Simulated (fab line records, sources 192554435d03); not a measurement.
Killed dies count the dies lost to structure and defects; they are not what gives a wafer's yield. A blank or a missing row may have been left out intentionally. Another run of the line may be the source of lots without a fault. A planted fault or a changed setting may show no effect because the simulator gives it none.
Struck lot and sound lot, side by side ; flow n5-finfet ; 25 steps out of a route of 1938
Sound: wafers L854.1, L854.2, L854.6. The struck wafers were L860.3, L860.5, L860.6. The cause comes at the end.
Per side, at each step with rows, come the tool, then ch with its chambers, and then its first start. Under that, the readings that differ: sound wafers ; struck wafers ; difference of the means ; sigmas: that difference in standard deviations of wafers without a fault.
alike: readings whose means differ by less than 2 such deviations, and words and numbers that are the same on both sides. not compared: withheld readings, readings that some wafer has no value for, bounds like >300 that may hide the same value, and numbers for which the record gives no deviation and whose values overlap.
The two part at a step that has a row with sigmas, a row that says differs or no value, or rows on one side only. Non-overlapping numbers with no deviation appear without sigmas and do not part them. Lack of a reading on every wafer of one side parts them only where that side has two or more wafers.

N5_BEOL_M11_OVL_MEAS_12:
  sound on overlay-02 ch 0, day 10 20:09; struck on overlay-02 ch 0, day 12 06:58
  alike: M11_OVL
N5_BEOL_M11_INSPECT_13: inspects for defects (brightfield).
  sound on defect-inspect-02, day 10 20:10; struck on defect-inspect-01, day 12 06:59
  alike: raw-defect-count
N5_BEOL_M11_DESCUM_16: chemistry O2, time 7.9 s.
  sound on rie-diel-02 ch 0,1,2, day 10 20:12; struck on rie-diel-02 ch 1,2,3, day 12 07:01
  alike: drypump-motor-current-A, oes-product-au, rf-vpp-V, showerhead-plenum-p-Torr, throttle-valve-pct
  not compared: rf-hours-counter-h
then, 4 steps without rows for these wafers: N5_BEOL_M11_ETCH_61 (etches SiARC in CF4, target depth 39 nm, time 65 s); N5_BEOL_M11_ETCH_62 (etches SOC in N2/H2, target depth 110 nm, overetch 22 nm, time 165 s); N5_BEOL_M11_STRIP_68 (strips in N2/H2); N5_BEOL_M11_STRIP_67 (strips in CF4).
N5_BEOL_M11_HM_OPEN_17: chemistry Cl2/BCl3, target TiN, target depth 20 nm, overetch 6 nm.
  sound on rie-metal-01 ch 0,1, day 10 20:29; struck on rie-metal-02 ch 0,1, day 12 07:19
  alike: drypump-motor-current-A, mfc-cl2-sccm, oes-product-au, throttle-valve-pct
  not compared: rf-hours-counter-h
N5_BEOL_M11_STRIP_19: strips in O2.
  sound on rie-diel-02 ch 1,3, day 10 20:35; struck on rie-diel-01 ch 0,1,2, day 12 07:24
  alike: drypump-motor-current-A, oes-product-au, rf-vpp-V, showerhead-plenum-p-Torr, throttle-valve-pct
  not compared: rf-hours-counter-h
N5_BEOL_M11_CD_MEAS_18: pitch 140 nm, target cd 70 nm.
  sound on cd-sem-02, day 10 20:40; struck on cd-sem-02, day 12 07:28
  alike: cd-nm
then, 2 steps without rows for these wafers: N5_BEOL_M11_COAT_63 (time 60 s, resist thk 100 nm); N5_BEOL_M11_COAT_64 (time 60 s, resist thk 30 nm).
N5_BEOL_M11_COAT_22: resist thk 90 nm.
  sound on litho-track-04 ch 0, day 10 20:46; struck on litho-track-05 ch 0, day 12 07:37
reading;sound;struck;difference;sigmas
spin-speed-rpm (rpm);1499.7 1500.4 1501.4;1595.9 1595.8 1596.6;+95.6;+99 or more
model.CAR-ArF_of_BEOL_M11_COAT_22.thk-nm (nm);90.2 90 90.4;87 87.4 87.2;-3;
then, 5 steps without rows for these wafers: N5_BEOL_M11_EBR_24; N5_BEOL_M11_SOFTBAKE_23 (time 60 s); N5_BEOL_M11_EXPOSE_25 (exposes mask V10); N5_BEOL_M11_PEB_26 (peb time 60 s); N5_BEOL_M11_DEVELOP_27 (develop time 30 s).
N5_BEOL_M11_CD_MEAS_28 targets a cd of 70 nm.
  sound on cd-sem-02 ch 0, day 10 21:08; struck on cd-sem-01 ch 0, day 12 07:52
  alike: cd-nm
N5_BEOL_M11_OVL_MEAS_29:
  sound on overlay-01 ch 0, day 10 21:10; struck on overlay-01 ch 0, day 12 07:53
  alike: V10_OVL
N5_BEOL_M11_INSPECT_30: inspects for defects (brightfield).
  sound on defect-inspect-02, day 10 21:11; struck on defect-inspect-02, day 12 07:55
  alike: raw-defect-count
N5_BEOL_M11_DESCUM_33: chemistry O2, time 7.9 s.
  sound on rie-diel-01 ch 0,1, day 10 21:49; struck on rie-diel-01 ch 0,2,3, day 12 08:10
  alike: drypump-motor-current-A, oes-product-au, rf-vpp-V, showerhead-plenum-p-Torr, throttle-valve-pct
  not compared: rf-hours-counter-h
N5_BEOL_M11_ETCH_65: etches SiARC in CF4, target depth 39 nm, time 65 s.
  sound on rie-diel-01 ch 0,1, day 10 21:51; struck on rie-diel-01 ch 0,2,3, day 12 08:11
reading;sound;struck;difference;sigmas
model.CAR-ArF_of_BEOL_M11_COAT_22.thk-nm (nm);55.8 55.6 55.8;52.4 52.8 52.6;-3.1;
  alike: cf4-flow-sccm, drypump-motor-current-A, etch-rf-on-time-s, oes-product-au, rf-vpp-V, showerhead-plenum-p-Torr, throttle-valve-pct
  not compared: rf-hours-counter-h
N5_BEOL_M11_ETCH_66: etches SOC in N2/H2, target depth 120 nm, overetch 24 nm, time 180 s.
  sound on rie-diel-01 ch 0,1, day 10 21:54; struck on rie-diel-01 ch 0,2,3, day 12 08:14
  alike: drypump-motor-current-A, oes-product-au, rf-vpp-V, showerhead-plenum-p-Torr, throttle-valve-pct
  not compared: rf-hours-counter-h
N5_PASSIVATION_PROBE_49:
  the record has rows for the struck wafers here (prober-01, day 14 02:43) and none for the sound ones

== WHERE THEY PART ==
Earliest at N5_BEOL_M11_COAT_22; latest, in this record, at N5_PASSIVATION_PROBE_49.

WHY: what had been put in by the simulator
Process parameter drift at N5_BEOL_M11_COAT_22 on litho-track-05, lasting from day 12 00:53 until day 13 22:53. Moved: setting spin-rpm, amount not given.
